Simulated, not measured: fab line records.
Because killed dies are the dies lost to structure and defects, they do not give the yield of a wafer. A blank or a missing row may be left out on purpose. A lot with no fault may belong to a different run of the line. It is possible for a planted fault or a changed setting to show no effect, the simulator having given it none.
Which tool is to blame?	flow n5 finfet	10 lots, 30 wafers sampled, at 3 steps of a route of 1938

## WHAT EACH GAUGE READ, for each wafer
N5_BEOL_M7_CD_MEAS_11: target cd 38.5 nm.
lot	measured	on	cd nm (nm)
L916	day 9 03:11	cd sem-01	38.5 39.3 39.5
L918	day 9 19:54	cd sem-01	38.2 37.9 38.9
L920	day 10 01:33	cd sem-01	39.5 39.5 38.4
L922	day 10 19:33	cd sem-03	39.0 38.8 38.1
L923	day 10 22:38	cd sem-02	39.0 38.5 38.8
L924	day 10 22:48	cd sem-01	38.5 37.5 39.0
L925	day 11 21:16	cd sem-01	39.1 39.0 38.4
L926	day 12 08:10	cd sem-02	38.4 39.2 38.5
L932	day 13 15:08	cd sem-02	38.6 38.4 39.1
L936	day 15 01:55	cd sem-02	39.0 38.6 37.7

## WHAT TOOL EACH LOT RAN ON (gives the tool, then ch and the chambers of the sampled wafers, and finally the start)
lot	N5_BEOL_M7_PECVD_70	N5_BEOL_M7_HM_DEP_02
L916	pecvd-02 ch 0,1,2, day 9 02:29	pvd sputter-01, day 9 02:49
L918	pecvd-01 ch 1,2, day 9 18:32	pvd sputter-03, day 9 19:24
L920	pecvd-01 ch 0,1,2, day 9 23:14	pvd sputter-02, day 10 01:02
L922	pecvd-04 ch 0,1,2, day 10 18:39	pvd sputter-01, day 10 19:03
L923	pecvd-01 ch 0,1,2, day 10 21:18	pvd sputter-01, day 10 22:08
L924	pecvd-01 ch 0,1,2, day 10 21:31	pvd sputter-02, day 10 22:13
L925	pecvd-04 ch 0,1, day 11 17:38	pvd sputter-02, day 11 20:53
L926	pecvd-02 ch 0,1,2, day 12 05:58	pvd sputter-02, day 12 07:39
L932	pecvd-01 ch 1,2, day 13 13:18	pvd sputter-02, day 13 14:38
L936	pecvd-04 ch 0,1, day 15 01:11	pvd sputter-03, day 15 01:26
- N5_BEOL_M7_PECVD_70: deposits SiO2 from TEOS/O2, target thk 20 nm, time 22.7 s.
- N5_BEOL_M7_HM_DEP_02: deposits TiN, target thk 20 nm.

## THE ANSWER, worked out from the rows above alone
Rule: usual is defined by the lots themselves. Put in order of their means at a reading, lots are off if they are a third of the lots or fewer, leave a main group of 4 or more, and stand apart from it by a gap of 3 or more times the standard deviation of the main group's means; of several such gaps the widest counts. The tables above print the reading to a certain number of digits; a main group whose means all agree to those digits is not used. Also off: a lot with no number at a reading for which 4 or more lots have one. Where the step has rows for the other lots, those lots are counted as sound.
No lot is off at any reading shown: from this, nothing can be told.

## WHAT WAS PUT IN BY THE SIMULATOR
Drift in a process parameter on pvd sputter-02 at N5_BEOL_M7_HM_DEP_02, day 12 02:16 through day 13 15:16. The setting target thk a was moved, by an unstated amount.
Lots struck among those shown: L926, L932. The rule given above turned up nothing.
